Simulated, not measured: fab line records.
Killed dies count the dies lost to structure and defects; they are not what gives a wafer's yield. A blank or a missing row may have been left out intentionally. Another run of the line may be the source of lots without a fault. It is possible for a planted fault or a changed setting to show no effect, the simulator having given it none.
Struck lot and sound lot, side by side | flow nand-harc | 24 out of 1302 route steps
Sound: the wafers L125.1, L125.2, L125.5. The struck wafers were L126.1, L126.2, L126.5. At the end, the cause is stated.
At each step with rows: each side's tool, then ch and its chambers, then its first start. Under that, the readings that differ: sound wafers | struck wafers | difference of the means | sigmas: that difference in standard deviations of wafers without a fault.
alike: readings with means less than 2 such deviations apart, plus words and numbers identical on both sides. not compared: withheld readings, readings lacking a value on some wafer, bounds such as >300 that could conceal the same value, and numbers that have no deviation in the record and whose values overlap.
A row with sigmas, a row that says differs or no value, or rows on one side alone: a step with any of these is where the two part. Numbers that have no deviation but don't overlap get no sigmas and don't part them. A reading missing from all wafers of one side parts the sides only when that side holds two or more wafers.

first, 1 step without rows for these wafers: NHARC_A_CHANNEL_HOLE_D1_ETCH_39 (etches the open film in N2/H2, target depth 260 nm, time 325 s).
NHARC_A_CHANNEL_HOLE_D1_ETCH_34: etches the open film in CF4/CHF3, target depth 154 nm, time 77 s.
  sound on rie-diel-10 ch 0,1,2; struck on rie-diel-10 ch 1,3
  alike: drypump-motor-current-A, oes-product-au, rf-vpp-V, showerhead-plenum-p-Torr, throttle-valve-pct
  not compared: rf-hours-counter-h
then, 1 step without rows for these wafers: NHARC_A_CHANNEL_HOLE_D1_ETCH_16 (etches the open film in O2/COS, target depth 3100 nm, time 806 s).
NHARC_A_CHANNEL_HOLE_D1_CD_MEAS_18:
  sound: cd-sem-01 at day 13 09:26; struck: cd-sem-02 at day 13 17:34
  alike: cd-nm
then, 2 steps without rows for these wafers: NHARC_A_CHANNEL_HOLE_D1_ETCH_19 (etches the open film in C4F8/O2/Ar, time 34.5 s); NHARC_A_CHANNEL_HOLE_D1_ETCH_20 (etches the open film in C4F8/O2/Ar, time 361.9 s, target depth 1600 nm).
NHARC_A_CHANNEL_HOLE_D1_ETCH_21: etches the open film in C4F8/O2/Ar, time 514.3 s, target depth 1600 nm.
  sound on har-etch-01 ch 0,1, day 13 09:56; struck on har-etch-02 ch 0,1, day 13 18:59
  alike: drypump-motor-current-A, showerhead-plenum-p-Torr, throttle-valve-pct
  not compared: rf-hours-counter-h
NHARC_A_CHANNEL_HOLE_D1_ETCH_22: etches the open film in C4F8/O2/Ar, time 666.7 s, target depth 1600 nm.
  sound on har-etch-01 ch 0,1, day 13 10:23; struck on har-etch-02 ch 0,1, day 13 19:25
  alike: drypump-motor-current-A, showerhead-plenum-p-Torr, throttle-valve-pct
  not compared: rf-hours-counter-h
then, 2 steps without rows for these wafers: NHARC_A_CHANNEL_HOLE_D1_ETCH_23 (etches the open film in C4F8/O2/Ar, time 819 s, target depth 1600 nm); NHARC_A_CHANNEL_HOLE_D1_ETCH_24 (etches the open film in C4F8/O2/Ar, time 906.2 s, target depth 1500 nm).
NHARC_A_CHANNEL_HOLE_D1_ETCH_25: etches the open film in C4F8/O2/Ar, time 1040.2 s, target depth 1500 nm.
  sound on har-etch-01 ch 0,1, day 13 12:25; struck on har-etch-02 ch 0,1, day 13 21:26
  alike: drypump-motor-current-A, showerhead-plenum-p-Torr, throttle-valve-pct
  not compared: rf-hours-counter-h
then, 1 step without rows for these wafers: NHARC_A_CHANNEL_HOLE_D1_ETCH_26 (etches the open film in C4F8/O2/Ar, time 224.1 s, target depth 300 nm).
NHARC_A_CHANNEL_HOLE_D1_ETCH_33: etches the open film in C4F8/O2/Ar, time 90 s, target depth 400 nm.
  sound on har-etch-01 ch 0,1, day 13 13:30; struck on har-etch-02 ch 0,1, day 13 22:29
  alike: drypump-motor-current-A, showerhead-plenum-p-Torr, throttle-valve-pct
  not compared: rf-hours-counter-h
then, 7 steps without rows for these wafers: NHARC_A_CHANNEL_HOLE_D1_STRIP_41 (strips in N2/H2); NHARC_A_CHANNEL_HOLE_D1_STRIP_42 (strips in CF4/CHF3); NHARC_A_CHANNEL_HOLE_D1_STRIP_43 (strips in O2/COS); NHARC_A_CHANNEL_HOLE_D1_ETCH_44 (etches the open film in CF4/O2, target depth 140 nm, overetch 14 nm, time 77 s); NHARC_A_CHANNEL_HOLE_D1_STRIP_27 (strips in O2); NHARC_A_CHANNEL_HOLE_D1_PRECLEAN_28 (cleans in SC1); NHARC_A_CHANNEL_HOLE_D1_SRD_29.
NHARC_A_CHANNEL_HOLE_D1_CD_MEAS_30:
  sound: cd-sem-01 at day 13 15:02; struck: cd-sem-01 at day 14 00:30
  alike: cd-nm
NHARC_A_CHANNEL_HOLE_D1_XSEM_31:
  sound on xsem-01 ch 0, day 13 15:08; struck on xsem-01 ch 0, day 14 00:35
  alike: bot-cd-nm, bow-nm, tilt-deg
NHARC_A_CHANNEL_HOLE_D1_INSPECT_40:
  sound: defect-inspect-02 at day 13 15:14; struck: defect-inspect-02 at day 14 00:51
  reading          | sound    | struck      | difference | sigmas
  raw-defect-count | 60 44 67 | 750 761 740 | +693       | +28
  not compared: hold
-- the record jumps here: 16 days lie between the struck wafers' starts before and after (it left off in module A_CHANNEL_HOLE_D1 and takes up again in module END, whose first step shown is number 1302 of the route) --
NHARC_END_SORT_01:
  here the record holds rows for the struck wafers (prober-02 ch 0, day 30 03:19) but none for the sound ones

== WHERE THEY PART ==
First at NHARC_A_CHANNEL_HOLE_D1_INSPECT_40; last, within this record, at NHARC_END_SORT_01.

WHY: the cause the simulator had injected
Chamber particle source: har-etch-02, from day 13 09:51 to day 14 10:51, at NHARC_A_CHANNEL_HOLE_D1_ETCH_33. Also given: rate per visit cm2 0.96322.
